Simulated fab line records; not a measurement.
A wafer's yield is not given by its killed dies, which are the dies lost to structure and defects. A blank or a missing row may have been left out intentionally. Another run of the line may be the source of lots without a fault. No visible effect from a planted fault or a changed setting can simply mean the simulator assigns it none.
Which tool was responsible? ; flow nandHarc ; 11 lots, 33 wafers sampled, at 2 steps of a route of 1302

## WHAT THE GAUGES SHOWED, per wafer
NHARC_A_CHANNEL_HOLE_D2_INSPECT_40.
lot;measured;on;rawDefectCount
L075;day 14 17:18;defectInspect-02;196 320 351
L078;day 15 09:14;defectInspect-02;289 201 232
L081;day 16 03:08;defectInspect-01;271 387 200
L082;day 16 16:41;defectInspect-02;371 288 334
L085;day 17 19:52;defectInspect-01;320 145 278
L086;day 18 11:39;defectInspect-01;168 242 228
L089;day 19 20:56;defectInspect-02;308 283 281
L090;day 20 09:05;defectInspect-01;394 350 235
L092;day 21 01:50;defectInspect-01;327 375 382
L094;day 22 10:22;defectInspect-01;264 259 231
L097;day 23 04:35;defectInspect-02;196 192 153

## WHICH TOOL RAN EACH LOT (tool, then ch and the chambers of the sampled wafers, then the start)
lot;NHARC_A_CHANNEL_HOLE_D2_ETCH_44
L075;rieDiel-03 ch 1,2, day 14 16:19
L078;rieDiel-06 ch 0,2, day 15 08:15
L081;rieDiel-06 ch 0,2,3, day 16 02:09
L082;rieDiel-06 ch 0,1,2, day 16 15:43
L085;rieDiel-03 ch 2,3, day 17 18:53
L086;rieDiel-06 ch 0,2,3, day 18 10:40
L089;rieDiel-03 ch 0,1,2, day 19 19:58
L090;rieDiel-06 ch 0,1,2, day 20 08:07
L092;rieDiel-03 ch 0,2, day 21 00:51
L094;rieDiel-02 ch 0,3, day 22 09:16
L097;rieDiel-03 ch 0,1,3, day 23 03:37
- NHARC_A_CHANNEL_HOLE_D2_ETCH_44: etches the open film in CF4/O2, target depth 140 nm, overetch 14 nm, time 77 s.

## THE ANSWER, worked out from the rows above alone
Rule: the lots themselves supply what counts as usual. Put in order of their means at a reading, lots are off if they are a third of the lots or fewer, leave a main group of 4 or more, and stand apart from it by a gap of 3 or more times the standard deviation of the main group's means; of several such gaps the widest counts. The tables above print the reading to a certain number of digits; a main group whose means all agree to those digits is not used. A lot without any number at a reading at which 4 lots or more have one is off too. The other lots that the step has rows for count as sound.
Nothing can be told from this: no lot is off at any reading shown.

## WHAT THE SIMULATOR PUT IN
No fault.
